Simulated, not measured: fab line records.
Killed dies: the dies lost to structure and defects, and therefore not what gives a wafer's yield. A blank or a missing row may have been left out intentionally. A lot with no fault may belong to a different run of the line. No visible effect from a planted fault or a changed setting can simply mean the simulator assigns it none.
Chamber matching ; flow n5-finfet ; N5_BEOL_M1_STRIP_19 on rie-diel-02 has 4 sister chambers
The step strips in O2. 4 wafers are shown with their chamber, then 7 later ones without.

WAFERS WITH THEIR CHAMBER
wafer;chamber;showerhead-plenum-p-Torr (Torr)
L084.2;3;2.15
L085.6;1;2.00
L092.2;0;2.23
L092.3;2;2.17

WAFERS WHOSE CHAMBER IS MISSING
wafer;showerhead-plenum-p-Torr (Torr)
L092.4;2.15
L093.1;2.22
L093.2;2.15
L093.5;2.17
L096.1;2.17
L096.3;2.15
L096.4;2.26

THE CHAMBER EACH PASSED THROUGH
wafer;from the rows above;in truth
L092.4;can't be placed: 3 or 2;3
L093.1;0;0
L093.2;can't be placed: 3 or 2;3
L093.5;can't be placed: 2 or 3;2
L096.1;can't be placed: 2 or 3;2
L096.3;can't be placed: 3 or 2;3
L096.4;0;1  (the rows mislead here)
Correct placement for 1 of the 7. From these rows, 5 cannot be placed; in 5 the true chamber is one of the candidates. Placed wrongly: 1.
How it was worked out, from the rows above alone: a wafer's distance from a chamber is the root of the sum, over the readings, of the square of ((its reading less the chamber's mean) divided by the reading's scatter). If the next closest chamber is less than 2 further off than the closest, the wafer can't be placed; otherwise it belongs to the closest. A chamber's mean is the mean of its shown wafers. The scatter (one wafer shown for each chamber): square how far every hidden wafer sits from the nearest shown wafer, average those squares and take the square root.
